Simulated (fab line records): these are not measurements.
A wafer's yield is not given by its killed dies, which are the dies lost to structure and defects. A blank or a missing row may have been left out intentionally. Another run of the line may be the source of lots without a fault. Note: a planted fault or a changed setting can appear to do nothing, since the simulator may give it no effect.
Problem report in the 8D (eight disciplines) form, filled by code	flow n5Finfet	the parts of the form that need people (team, actions taken, sign-off) are left out

## 1. PROBLEM STATEMENT
cdNm at N5_BEOL_M12_CD_MEAS_10 reads a mean of 130.2 nm on 2 wafers of 2 lots; wafers without a fault read 140.7 nm with a standard deviation of 1.9. That is -5.5 standard deviations from the usual mean.
The step: target cd 140 nm.
Earliest sighting: wafer L403.3 on cdSem-02 at day 14 02:32. Wafers with a number at this step in the record: 31, from 11 lots. The rule behind "out" and "out of limits": a value lying over 4 standard deviations away from the usual mean. The other wafers with a number count as sound.

## 2. WHAT IT IS; WHAT IT IS NOT
question	is	is not
which readings at this step	cdNm	-
which lots	L403, L404	L390, L396, L397, L398, L401, L402, L410, L412, L413
which wafers of those lots	L403.3, L404.2	L403.5, L404.5
read on which gauges	cdSem-02	cdSem-01, cdSem-03
when	from day 14 02:32	up to then (19 sound wafers); but 10 sound wafers of L404, L410, L412, L413 came after

## 3. THE SUSPECTS, EACH WITH WHAT RULES IT OUT
Counting: any tool at a process step up to the reading remains a suspect provided it ran every lot that is out. Sound lots after the first of them don't rule it out here, since some wafers of a struck lot are sound.
- the gauge at N5_BEOL_M12_CD_MEAS_10: kept. All the wafers that are out were read on cdSem-02, and no step on other tools shows them out.
- krfScanner-02 at N5_BEOL_M12_EXPOSE_07 (exposes mask V11): kept. Ran every lot that is out, first one L403 (day 14 02:22); last sound lot up to then L396 (day 12 13:20).
Remaining after the count are krfScanner-02 at N5_BEOL_M12_EXPOSE_07 and cdSem-02 at N5_BEOL_M12_CD_MEAS_10.

## 4. THE CAUSE (what the simulator had put in)
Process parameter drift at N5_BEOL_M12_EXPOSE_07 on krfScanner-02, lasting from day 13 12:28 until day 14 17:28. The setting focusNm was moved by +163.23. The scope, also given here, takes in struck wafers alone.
Counting left 2 suspects, and this tool is among them.

## 5. THE EFFECT CHAIN, in route order
Each row: a reading where the mean over the struck wafers with a number is more than 3 standard deviations away from the usual. Only readings for which the record gives a usual standard deviation are gone through. hours: the time from each lot's start at the first step in this table that gives one to its start at this step, as a median over the lots. sigmas: the change in usual standard deviations.
hours	step	reading	usual	on struck wafers	change	sigmas
0	N5_BEOL_M12_CD_MEAS_10	cdNm	140.7 nm	130.2	-10.5	-5.5

## 6. WHAT WOULD HAVE CAUGHT IT SOONER
The first out-of-limits reading at a measuring or inspecting step in this record came at day 14 02:32, 14 hours after the fault's start at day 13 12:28.
L404, from the lots that are out (2), started N5_BEOL_M12_EXPOSE_07 on krfScanner-02 later than day 14 02:32. Had the tool been put on hold then, it would have been spared.
